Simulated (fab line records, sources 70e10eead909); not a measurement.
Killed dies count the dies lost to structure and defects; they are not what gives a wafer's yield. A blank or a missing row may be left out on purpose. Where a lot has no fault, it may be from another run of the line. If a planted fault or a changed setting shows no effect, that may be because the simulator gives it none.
A struck lot beside a sound one :: flow nand_harc :: 13 steps out of a route of 1302
Sound: the wafers L695.2, L695.3, L695.6. Struck: wafers L707.1, L707.5. Last of all comes the cause.
At each step with rows: each side's tool, then ch and its chambers, then its first start. Under that, the readings that differ: sound wafers :: struck wafers :: difference of the means :: sigmas: that difference in standard deviations of wafers without a fault.
alike: readings whose means differ by less than 2 such deviations, and words and numbers that are the same on both sides. not compared: withheld readings, readings that some wafer has no value for, bounds like >300 that may hide the same value, and numbers for which the record gives no deviation and whose values overlap.
The two part at a step that has a row with sigmas, a row that says differs or no value, or rows on one side only. When numbers do not overlap yet have no deviation, they are printed without sigmas and do not part them. A reading that every wafer of one side lacks parts them only if that side has two wafers or more.

first, 7 steps without rows for these wafers: NHARC_A_STAIRCASE_COAT_304; NHARC_A_STAIRCASE_SOFTBAKE_305 (time 170 s); NHARC_A_STAIRCASE_EBR_306; NHARC_A_STAIRCASE_EXPOSE_307 (exposes mask CHOP 50); NHARC_A_STAIRCASE_PEB_308 (peb time 130 s); NHARC_A_STAIRCASE_DEVELOP_309 (time 140 s); NHARC_A_STAIRCASE_HARDBAKE_311 (time 140 s).
NHARC_A_STAIRCASE_DESCUM_312: chemistry O2, time 3 s.
  sound on rie_diel-06 ch 2,3, day 18 18:06; struck on rie_diel-04 ch 2,3, day 24 20:25
  alike: drypump_motor_current_A, oes_product_au, rf_vpp_V, showerhead_plenum_p_Torr, throttle_valve_pct
  not compared: rf_hours_counter_h
NHARC_A_STAIRCASE_ETCH_313: etches the open film in CF4/CHF3.
  sound on rie_diel-06 ch 0,2, day 18 18:12; struck on rie_diel-04 ch 0,3, day 24 20:31
  alike: chf3_flow_sccm, drypump_motor_current_A, oes_product_au, rf_vpp_V, showerhead_plenum_p_Torr, throttle_valve_pct
  not compared: rf_hours_counter_h
NHARC_A_STAIRCASE_HM_OPEN_463: chemistry O2/COS.
  sound on rie_diel-06 ch 0,1,3; struck on rie_diel-04 ch 2,3
  alike: drypump_motor_current_A, oes_product_au, rf_vpp_V, showerhead_plenum_p_Torr, throttle_valve_pct
  not compared: rf_hours_counter_h
then, 1 step without rows for these wafers: NHARC_A_STAIRCASE_STRIP_464 (strips in O2/COS).
NHARC_A_STAIRCASE_ETCH_453: etches the open film in CF4/O2, target depth 30 nm, overetch 3 nm, time 16.5 s.
  sound on rie_diel-06 ch 1,2, day 18 18:38; struck on rie_diel-04 ch 1,3, day 24 21:04
reading: oes_product_au (a.u.)
sound: 0.978 0.998 0.960
struck: 0.955 0.951
difference: -0.026
sigmas: -2
  alike: drypump_motor_current_A, oes_f_703_au, rf_vpp_V, showerhead_plenum_p_Torr, throttle_valve_pct
  not compared: rf_hours_counter_h
NHARC_A_STAIRCASE_ETCH_315: etches the open film in C4F8/O2/Ar, target depth 2500 nm, time 607.1 s.
  sound on rie_diel-06 ch 0,1,2; struck on rie_diel-04 ch 1
  alike: oes_product_au, rf_vpp_V
  not compared: rf_hours_counter_h

== WHERE THEY PART ==
Only at NHARC_A_STAIRCASE_ETCH_453, as far as this record shows. Later steps at which nothing parts them and some readings are alike: NHARC_A_STAIRCASE_ETCH_315.

WHY: what had been put in by the simulator
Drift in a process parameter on rie_diel-04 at NHARC_A_STAIRCASE_ETCH_453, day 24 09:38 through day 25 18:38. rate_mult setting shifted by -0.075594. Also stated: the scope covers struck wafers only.
